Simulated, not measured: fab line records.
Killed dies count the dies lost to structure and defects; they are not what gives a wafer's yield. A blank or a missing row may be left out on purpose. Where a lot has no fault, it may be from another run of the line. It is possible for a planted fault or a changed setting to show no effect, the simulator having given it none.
Lot-split experiment | flow n5 finfet | route with 1938 steps; 5 lots, 23 wafers read

== SPLIT DETAILS ==
At N5_BEOL_M8_DESCUM_16 (chemistry O2, time 7.9 s), the setting time s was moved away from the recipe's 7.9 s on 9 of the 23 wafers read, by -18.4% to +15.4%. This setting was run at the recipe's value on the other wafers.

No step appears in the file between the split and the reading.

== THE READING ==
CAR-ArF_of_BEOL_M8_COAT_05.thk nm (the simulator's own value, which no gauge read), in nm, at N5_BEOL_M8_ETCH_61 (etches SiARC in CF4, target depth 45.5 nm, time 75.8 s). The file does not state a usual value for it. Here, 14 wafers ran the recipe; their average is 50.8 nm with a standard deviation of 0.15 nm.

wafer  | tool, chamber at the split | time s as run, s | against the recipe | CAR-ArF_of_BEOL_M8_COAT_05.thk nm, nm | against lot-mates on the recipe
L079.1 | rie diel-01, 2,3           | 9.116            | +15.4%             | 50                                    | -0.8
L079.4 | rie diel-01, 2,3           | 9.116            | +15.4%             | 50                                    | -0.8
L079.2 | rie diel-01, 0             | 7.9              | recipe             | 51                                    | -
L079.5 | rie diel-01, 0             | 7.9              | recipe             | 50.6                                  | -
L079.6 | rie diel-01, 1             | 9.116            | +15.4%             | 49.8                                  | -1.0
L078.2 | rie diel-01, 0,3           | 6.666            | -15.6%             | 51.8                                  | +1.0
L078.4 | rie diel-01, 0,3           | 6.666            | -15.6%             | 51.8                                  | +1.0
L078.6 | rie diel-01, 0             | 6.666            | -15.6%             | 51.8                                  | +1.0
L078.3 | rie diel-01, 2,1           | 7.9              | recipe             | 50.8                                  | -
L078.5 | rie diel-01, 2,1           | 7.9              | recipe             | 50.8                                  | -
L080.1 | rie diel-03, 3             | 7.9              | recipe             | 50.6                                  | -
L080.2 | rie diel-03, 2,0,1         | 7.9              | recipe             | 51                                    | -
L080.3 | rie diel-03, 2,0,1         | 7.9              | recipe             | 51                                    | -
L080.4 | rie diel-03, 2,0,1         | 7.9              | recipe             | 51                                    | -
L080.5 | rie diel-03, 3             | 7.9              | recipe             | 50.8                                  | -
L082.1 | rie diel-03, 3             | 7.9              | recipe             | 50.8                                  | -
L082.6 | rie diel-03, 1,2           | 7.9              | recipe             | 50.8                                  | -
L082.4 | rie diel-03, 1,2           | 7.9              | recipe             | 51                                    | -
L091.2 | rie diel-01, 1             | 7.9              | recipe             | 50.6                                  | -
L091.3 | rie diel-01, 0             | 7.9              | recipe             | 51                                    | -
L091.4 | rie diel-01, 2             | 6.443            | -18.4%             | 51.6                                  | +0.8
L091.5 | rie diel-01, 1             | 6.443            | -18.4%             | 51.4                                  | +0.6
L091.6 | rie diel-01, 2             | 6.443            | -18.4%             | 51.8                                  | +1.0
When a row names more than one chamber, that row covers several wafers, and the file does not tell which wafer ran in which chamber.

FIT RESULTS
A straight line over all 23 wafers: CAR-ArF_of_BEOL_M8_COAT_05.thk nm changes by -0.0528 nm for each +1% of time s; r = -0.95; the points scatter about the line by 0.18 nm.
The same after taking each lot's own level away (the mean of its wafers on the recipe; 23 wafers): -0.0534 nm for each +1%; r = -0.96; scatter 0.17 nm.
Per that fit: largest time s move, reading shift of 0.99 nm.
From 50.80 to 50.88 nm: that is the span of the lots' own levels, equal to 0.5 times the standard deviation above.
Consequently the slope shifts little with the lot-to-lot level, the two slopes agreeing.
Check: +1.01 nm against its lot-mates is what the line predicts for one of the wafers moved furthest among these (-18.4%) when that wafer is left out of the fit. It came out at +0.8 nm against them.

== THE WHOLE CHAIN: every reading that the file lists as answering this split, in the file's order ==
step                 | what it does                                           | reading                                                                            | change (the file's fit)                | r (the file's)
N5_BEOL_M8_DESCUM_16 | chemistry O2, time 7.9 s                               | CAR-ArF_of_BEOL_M8_COAT_05.thk nm (the simulator's own value, which no gauge read) | -0.0506 nm for each +1% of the setting | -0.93
N5_BEOL_M8_ETCH_61   | etches SiARC in CF4, target depth 45.5 nm, time 75.8 s | CAR-ArF_of_BEOL_M8_COAT_05.thk nm (the simulator's own value, which no gauge read) | -0.0532 nm for each +1% of the setting | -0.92

== FILE'S OWN FIT ==
CAR-ArF_of_BEOL_M8_COAT_05.thk nm changes by -0.0532 nm for each +1% of time s, r = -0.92.
